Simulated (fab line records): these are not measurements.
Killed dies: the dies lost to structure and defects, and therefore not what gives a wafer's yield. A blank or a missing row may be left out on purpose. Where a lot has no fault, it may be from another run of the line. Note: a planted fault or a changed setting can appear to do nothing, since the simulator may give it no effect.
Matching of chambers -- flow n5Finfet -- N5_SPACER0_ALD_07 on aldSin-03: 4 sister chambers
The step deposits SiNx, target thk 2 nm. 4 wafers are shown with their chamber, then 6 later ones without.

## WAFERS PAIRED WITH THEIR CHAMBERS
wafer,chamber,heaterPowerW (W)
L931.5,1,742
L935.1,2,806
L935.4,0,844
L936.6,3,897

## WAFERS MISSING THEIR CHAMBER
wafer,heaterPowerW (W)
L940.1,836
L940.4,910
L940.5,745
L941.2,821
L941.5,779
L941.6,825

## WHICH CHAMBER EACH ONE RAN IN
wafer,from the rows above,in truth
L940.1,can't be placed: 0 or 2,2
L940.4,3,3
L940.5,1,1
L941.2,can't be placed: 2 or 0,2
L941.5,can't be placed: 2 or 1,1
L941.6,can't be placed: 0 or 2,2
Correct placement for 2 of the 6. Unplaceable from these rows: 4, with the true chamber sitting among the candidates in 4. Number placed wrongly: 0.
How it was worked out, from the rows above alone: a wafer's distance from a chamber is the root of the sum, over the readings, of the square of ((its reading less the chamber's mean) divided by the reading's scatter). The wafer belongs to the nearest chamber; if the next one is less than 2 further off, it can't be placed. For every chamber, the mean is computed from those of its wafers that are shown. The scatter (one wafer shown for each chamber): square how far every hidden wafer sits from the nearest shown wafer, average those squares and take the square root.
